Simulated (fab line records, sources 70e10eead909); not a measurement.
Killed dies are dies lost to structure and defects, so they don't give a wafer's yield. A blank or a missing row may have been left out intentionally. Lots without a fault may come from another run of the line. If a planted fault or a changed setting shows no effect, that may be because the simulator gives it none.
Chamber matching + flow nand harc + NHARC_A_M0_ETCH_34 on rie diel-08 has 4 sister chambers
The step etches the open film in N2/H2, target depth 40 nm, overetch 12 nm, time 43.94 s. 8 wafers are shown with their chamber, then 9 later ones without.

EACH WAFER AND ITS CHAMBER
| wafer  | chamber | drypump motor current A (A) | rf vpp V (V) |
|--------|---------|-----------------------------|--------------|
| L080.3 | 3       | 6.1                         | 431.8        |
| L080.5 | 2       | 5.5                         | 428.3        |
| L082.6 | 1       | 5.5                         | 429.4        |
| L083.3 | 1       | 5.5                         | 427.9        |
| L083.4 | 2       | 5.5                         | 426.9        |
| L088.2 | 0       | 5.8                         | 434.0        |
| L088.3 | 3       | 6.1                         | 431.6        |
| L088.5 | 0       | 5.9                         | 435.1        |

WAFERS WITHOUT THEIR CHAMBER
| wafer  | drypump motor current A (A) | rf vpp V (V) |
|--------|-----------------------------|--------------|
| L089.2 | 5.5                         | 427.7        |
| L089.3 | 6.1                         | 431.0        |
| L089.4 | 5.8                         | 435.2        |
| L093.1 | 5.5                         | 425.3        |
| L093.2 | 5.5                         | 428.6        |
| L093.4 | 5.8                         | 434.9        |
| L097.2 | 5.5                         | 429.1        |
| L097.4 | 5.5                         | 428.2        |
| L097.6 | 6.1                         | 430.0        |

CHAMBER TAKEN BY EACH
| wafer  | from the rows above     | in truth |
|--------|-------------------------|----------|
| L089.2 | can't be placed: 2 or 1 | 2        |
| L089.3 | 3                       | 3        |
| L089.4 | 0                       | 0        |
| L093.1 | can't be placed: 2 or 1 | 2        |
| L093.2 | can't be placed: 1 or 2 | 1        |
| L093.4 | 0                       | 0        |
| L097.2 | can't be placed: 1 or 2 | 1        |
| L097.4 | can't be placed: 1 or 2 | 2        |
| L097.6 | 3                       | 3        |
Placed correctly: 4 of 9. Unplaceable from these rows: 5, with the true chamber sitting among the candidates in 5. 0 placed wrongly.
How it was worked out, from the rows above alone: a wafer's distance from a chamber is the root of the sum, over the readings, of the square of ((its reading less the chamber's mean) divided by the reading's scatter). The wafer belongs to the nearest chamber; if the next one is less than 2 further off, it can't be placed. For every chamber, the mean is computed from those of its wafers that are shown. How the scatter is found: for the shown wafers, subtract from each reading the mean of its chamber, square and add these, divide the total by (wafers less chambers), then take the root.
